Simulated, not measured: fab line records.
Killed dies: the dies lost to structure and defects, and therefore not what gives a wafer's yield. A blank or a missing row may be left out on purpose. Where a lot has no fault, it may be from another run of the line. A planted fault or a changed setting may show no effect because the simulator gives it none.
Matching of chambers / flow nand-harc / NHARC_A_STAIRCASE_STRIP_476 on rie-diel-08 has 4 sister chambers
The step strips in O2, time 20 s. 4 wafers are shown with their chamber, then 7 later ones without.

WAFERS PAIRED WITH THEIR CHAMBERS
wafer=L089.4; chamber=2; drypump-motor-current-A (A)=4.8
wafer=L086.6; chamber=1; drypump-motor-current-A (A)=5.4
wafer=L093.3; chamber=3; drypump-motor-current-A (A)=5.1
wafer=L093.4; chamber=0; drypump-motor-current-A (A)=5.8

WAFERS WHOSE CHAMBER IS MISSING
wafer=L093.6; drypump-motor-current-A (A)=4.8
wafer=L096.1; drypump-motor-current-A (A)=4.9
wafer=L096.2; drypump-motor-current-A (A)=5.1
wafer=L096.4; drypump-motor-current-A (A)=5.7
wafer=L097.2; drypump-motor-current-A (A)=5.1
wafer=L097.3; drypump-motor-current-A (A)=4.9
wafer=L097.5; drypump-motor-current-A (A)=5.1

WHICH CHAMBER EACH ONE RAN IN
wafer=L093.6; from the rows above=2; in truth=2
wafer=L096.1; from the rows above=can't be placed: 2 or 3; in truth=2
wafer=L096.2; from the rows above=3; in truth=3
wafer=L096.4; from the rows above=0; in truth=0
wafer=L097.2; from the rows above=3; in truth=3
wafer=L097.3; from the rows above=can't be placed: 2 or 3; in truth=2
wafer=L097.5; from the rows above=3; in truth=3
5 of 7 placed correctly. Cannot be placed on the basis of these rows: 2; the candidates contain the true chamber in 2. Placed wrongly: 0.
How it was worked out, from the rows above alone: a wafer's distance from a chamber is the root of the sum, over the readings, of the square of ((its reading less the chamber's mean) divided by the reading's scatter). If the next closest chamber is less than 2 further off than the closest, the wafer can't be placed; otherwise it belongs to the closest. A chamber's mean is the mean of its shown wafers. The scatter (one wafer shown for each chamber): square how far every hidden wafer sits from the nearest shown wafer, average those squares and take the square root.
